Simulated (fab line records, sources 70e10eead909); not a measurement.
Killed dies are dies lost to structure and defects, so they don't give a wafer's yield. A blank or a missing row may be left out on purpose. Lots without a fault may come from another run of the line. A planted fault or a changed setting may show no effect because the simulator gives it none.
Chamber matching | flow nand_harc | NHARC_P_ZERO_WELL_ETCH_63 on rie_si-06: 4 sister chambers
The step etches the open film in HBr/Cl2, target depth 120 nm, time 40.1 s. 4 wafers are shown with their chamber, then 8 later ones without.

WAFERS WITH THEIR CHAMBER
wafer  | chamber | drypump_motor_current_A (A)
L931.3 | 0       | 5.6
L931.4 | 3       | 5.9
L931.6 | 1       | 5.8
L934.1 | 2       | 6.5

WAFERS WITHOUT THEIR CHAMBER
wafer  | drypump_motor_current_A (A)
L934.2 | 5.8
L934.6 | 6.5
L935.1 | 5.9
L935.4 | 5.7
L935.5 | 5.6
L939.1 | 6.5
L939.5 | 5.8
L939.6 | 6.5

WHICH CHAMBER EACH WENT THROUGH
wafer  | from the rows above     | in truth
L934.2 | 1                       | 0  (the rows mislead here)
L934.6 | 2                       | 2
L935.1 | 3                       | 3
L935.4 | can't be placed: 1 or 0 | 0
L935.5 | 0                       | 0
L939.1 | 2                       | 2
L939.5 | 1                       | 1
L939.6 | 2                       | 2
Placed correctly: 6 of 8. Can't be placed from these rows: 1 (the true chamber is among the candidates in 1). Placed wrongly: 1.
How it was worked out, from the rows above alone: a wafer's distance from a chamber is the root of the sum, over the readings, of the square of ((its reading less the chamber's mean) divided by the reading's scatter). The wafer belongs to the nearest chamber; if the next one is less than 2 further off, it can't be placed. A chamber's mean is the mean of its shown wafers. The scatter: with one shown wafer a chamber, the root of the mean of the squares of how far each hidden wafer lies from its nearest shown one.
